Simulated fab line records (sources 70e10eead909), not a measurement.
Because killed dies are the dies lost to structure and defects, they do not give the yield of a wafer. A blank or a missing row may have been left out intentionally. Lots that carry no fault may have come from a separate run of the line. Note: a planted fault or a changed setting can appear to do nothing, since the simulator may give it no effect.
The tool behind it: which one? -- flow nand_harc -- Sampling: 13 lots, 38 wafers, 5 of 1159 route steps

WHAT THE GAUGES READ, wafer by wafer
NHARC_END_SORT_01. Usual: killed_at_array 31, standard deviation 12; killed_at_other 0.6, standard deviation 0.85; killed_at_periphery 3.0, standard deviation 2.3; killed_dies 35, standard deviation 12; killed_open 3.2, standard deviation 1.9; killed_short 1.8, standard deviation 1.4.
lot,measured,on,killed_at_array,killed_at_other,killed_at_periphery,killed_dies,killed_open,killed_short,flag
L472,day 23 13:31,prober-02,46 655,0 1,1 2,47 658,5 5,2 1,OFF
L477,day 24 12:55,prober-02,29 27 516,0 0 0,5 10 5,34 37 521,1 2 6,2 2 3,OFF

EACH LOT AND THE TOOL THAT RAN IT (in order: tool; ch and the chambers of the sampled wafers; start)
lot,NHARC_A_STAIRCASE_STRIP_205,NHARC_A_STAIRCASE_DESCUM_219,NHARC_A_STAIRCASE_ETCH_223,NHARC_A_STAIRCASE_ETCH_227
L463,"plasma_asher-02 ch 0,1, day 11 23:17","rie_diel-08 ch 1,2, day 12 00:41","rie_diel-08 ch 0,1,2, day 12 01:37 or earlier","rie_diel-08 ch 0,1,2, day 12 01:37"
L461,"plasma_asher-01 ch 0,1, day 12 01:46","rie_diel-13 ch 0,1,3, day 12 04:02","rie_diel-13 ch 2,3, day 12 05:43 or earlier","rie_diel-13 ch 0,1, day 12 05:43"
L464,"plasma_asher-02 ch 0,1, day 12 02:43","rie_diel-13 ch 0,1,2, day 12 04:16","rie_diel-13 ch 1,2,3, day 12 06:02 or earlier","rie_diel-13 ch 0,2,3, day 12 06:02"
L465,"plasma_asher-02 ch 0,1, day 13 02:51","rie_diel-05 ch 1,2,3, day 13 04:24","rie_diel-05 ch 1,2,3, day 13 05:27 or earlier","rie_diel-05 ch 0,1, day 13 05:27"
L467,"plasma_asher-02 ch 1, day 13 03:19","rie_diel-08 ch 2,3, day 13 04:50","rie_diel-08 ch 0,3, day 13 06:01 or earlier","rie_diel-08 ch 0,2, day 13 06:01"
L468,"plasma_asher-01 ch 0,1, day 13 09:47","rie_diel-13 ch 1,2, day 13 11:15","rie_diel-13 ch 0,1,3, day 13 12:22 or earlier","rie_diel-13 ch 0,1,3, day 13 12:22"
L472,"plasma_asher-01 ch 1, day 14 22:00","rie_diel-13 ch 2, day 14 23:30","rie_diel-13 ch 2,3, day 15 00:31 or earlier","rie_diel-13 ch 1,3, day 15 00:31"
L476,"plasma_asher-02 ch 0, day 15 04:16","rie_diel-08 ch 0,2, day 15 05:44","rie_diel-08 ch 1,3, day 15 06:48 or earlier","rie_diel-08 ch 1,3, day 15 06:48"
L480,"plasma_asher-01 ch 0,1, day 15 20:45","rie_diel-05 ch 0,2,3, day 15 22:17","rie_diel-05 ch 0,1, day 15 23:12 or earlier","rie_diel-05 ch 0,1,3, day 15 23:12"
L479,"plasma_asher-01 ch 0, day 16 00:55","rie_diel-05 ch 1,3, day 16 02:16","rie_diel-05 ch 2,3, day 16 03:23 or earlier","rie_diel-05 ch 0,1,2, day 16 03:23"
L477,"plasma_asher-01 ch 0,1, day 16 01:09","rie_diel-13 ch 0,1, day 16 02:40","rie_diel-13 ch 0,1,3, day 16 03:46 or earlier","rie_diel-13 ch 0,2,3, day 16 03:46"
L481,"plasma_asher-02 ch 0,1, day 16 12:43","rie_diel-05 ch 0,1,3, day 16 14:01","rie_diel-05 ch 1,3, day 16 16:22 or earlier","rie_diel-05 ch 0,1,2, day 16 16:22"
L482,"plasma_asher-01 ch 0,1, day 16 13:01","rie_diel-05 ch 1,3, day 16 14:27","rie_diel-05 ch 1,2, day 16 16:41 or earlier","rie_diel-05 ch 0,3, day 16 16:41"
- NHARC_A_STAIRCASE_STRIP_205: strips in O2.
- NHARC_A_STAIRCASE_DESCUM_219: chemistry O2, time 3 s.
- NHARC_A_STAIRCASE_ETCH_223: etches the open film in C4F8/O2, target depth 100 nm, time 40.5 s.
- NHARC_A_STAIRCASE_ETCH_227: etches the open film in C4F8/O2, target depth 100 nm, time 40.5 s.

AS READ BY THE TOOLS THEMSELVES (means over the sampled wafers that have a number; for cases with no such wafer, the mark the record gives instead)
NHARC_A_STAIRCASE_STRIP_205. Usual: drypump_motor_current_A 5.8 A, standard deviation 0.49; heater_power_w 332 W, standard deviation 27; rf_refl_power_W 13.8 W, standard deviation 0.87.
lot,tool,drypump_motor_current_A (A),heater_power_w (W),rf_refl_power_W (W),flag
L463,plasma_asher-02,5.6,325,13.1,
L461,plasma_asher-01,5.6,322,14.6,
L464,plasma_asher-02,6.0,337,-,OFF
L465,plasma_asher-02,5.6,324,13.1,
L467,plasma_asher-02,6.4,344,14.2,
L468,plasma_asher-01,5.9,348,-,OFF
L472,plasma_asher-01,6.2,373,13.8,
L476,plasma_asher-02,5.3,307,-,OFF
L480,plasma_asher-01,5.9,352,14.3,
L479,plasma_asher-01,5.4,301,-,OFF
L477,plasma_asher-01,5.6,327,-,OFF
L481,plasma_asher-02,6.0,334,13.6,
L482,plasma_asher-01,5.9,351,14.1,

NHARC_A_STAIRCASE_DESCUM_219. Usual: drypump_motor_current_A 5.9 A, standard deviation 0.3; oes_product_au 0.998 a.u., standard deviation 0.0065; rf_vpp_V 57.9 V, standard deviation 0.89; showerhead_plenum_p_Torr 1.94 Torr, standard deviation 0.076; throttle_valve_pct 11.311 %, standard deviation 0.0085.
lot,tool,drypump_motor_current_A (A),oes_product_au (a.u.),rf_vpp_V (V),showerhead_plenum_p_Torr (Torr),throttle_valve_pct (%),flag
L463,rie_diel-08,5.3,0.989,58.2,1.92,11.309,
L461,rie_diel-13,6.1,1.006,56.4,1.88,11.312,
L464,rie_diel-13,5.9,0.999,57.7,1.86,11.316,
L465,rie_diel-05,5.9,1.006,58.0,1.96,11.304,
L467,rie_diel-08,5.7,0.994,57.6,1.85,11.311,
L468,rie_diel-13,5.9,1.001,57.7,1.91,11.307,
L472,rie_diel-13,5.8,1.000,58.0,1.93,11.310,
L476,rie_diel-08,5.9,0.994,57.7,1.93,11.312,
L480,rie_diel-05,6.0,0.993,57.5,1.96,11.309,
L479,rie_diel-05,6.0,0.996,58.2,1.98,11.313,
L477,rie_diel-13,6.1,0.996,57.7,1.92,11.312,
L481,rie_diel-05,6.1,0.995,57.4,1.99,11.312,
L482,rie_diel-05,6.0,0.996,57.2,1.98,11.313,

NHARC_A_STAIRCASE_ETCH_223. Usual: oes_product_au 0.937 a.u., standard deviation 0.0093; rf_vpp_V 898 V, standard deviation 4.5.
lot,tool,oes_product_au (a.u.),rf_vpp_V (V),flag
L463,rie_diel-08,0.933,896,
L461,rie_diel-13,0.936,898,
L464,rie_diel-13,0.936,897,
L465,rie_diel-05,0.940,900,
L467,rie_diel-08,0.947,896,
L468,rie_diel-13,0.941,900,
L472,rie_diel-13,0.936,899,
L476,rie_diel-08,0.926,897,
L480,rie_diel-05,0.945,903,
L479,rie_diel-05,0.936,897,
L477,rie_diel-13,0.930,899,
L481,rie_diel-05,0.922,899,
L482,rie_diel-05,0.945,900,

NHARC_A_STAIRCASE_ETCH_227. Usual: oes_product_au 0.941 a.u., standard deviation 0.0092; rf_vpp_V 898 V, standard deviation 5.1.
lot,tool,oes_product_au (a.u.),rf_vpp_V (V),flag
L463,rie_diel-08,0.938,898,
L461,rie_diel-13,0.941,888,
L464,rie_diel-13,0.942,894,
L465,rie_diel-05,0.944,903,
L467,rie_diel-08,0.945,897,
L468,rie_diel-13,0.931,900,
L472,rie_diel-13,1.030,896,OFF
L476,rie_diel-08,0.938,894,
L480,rie_diel-05,0.927,901,
L479,rie_diel-05,0.939,900,
L477,rie_diel-13,0.988,900,OFF
L481,rie_diel-05,0.939,900,
L482,rie_diel-05,0.931,899,

THE ANSWER, worked out from the rows above alone
Rule: a lot counts as off when the mean over its wafers that have a number is more than 3 standard deviations away from the usual mean. Also off: a lot with no number at a reading for which 4 or more lots have one. Any other lot the step has rows for is counted as sound. Order of review: gauges by route order, followed by the tools' own readings, for which a lot's mean as printed above is used. The first step at which some lot is off is used, and at that step the reading that is off furthest; a lot without a number counts as furthest.
Off: L472, L477, at NHARC_END_SORT_01 (killed_at_array). Neither off nor sound, because the step has no rows for them: L463, L461, L464, L465, L467, L468, L476, L480, L479, L481, L482.
If a tool, at a process step before that reading, ran all the lots that are off and no sound lot after the first of them, it fits. Not tried: the gauges at NHARC_END_SORT_01; whatever is off there is also off at NHARC_A_STAIRCASE_ETCH_227, on other tools, and gauge error can't account for it. With no start given for some of its lots, NHARC_A_STAIRCASE_ETCH_223 uses the hours and lot order of NHARC_A_STAIRCASE_ETCH_227. 2 tools fit, plasma_asher-01 at NHARC_A_STAIRCASE_STRIP_205 and rie_diel-13 at NHARC_A_STAIRCASE_DESCUM_219 and NHARC_A_STAIRCASE_ETCH_223 and NHARC_A_STAIRCASE_ETCH_227, so this cannot tell which one it is.

WHAT THE SIMULATOR PUT IN
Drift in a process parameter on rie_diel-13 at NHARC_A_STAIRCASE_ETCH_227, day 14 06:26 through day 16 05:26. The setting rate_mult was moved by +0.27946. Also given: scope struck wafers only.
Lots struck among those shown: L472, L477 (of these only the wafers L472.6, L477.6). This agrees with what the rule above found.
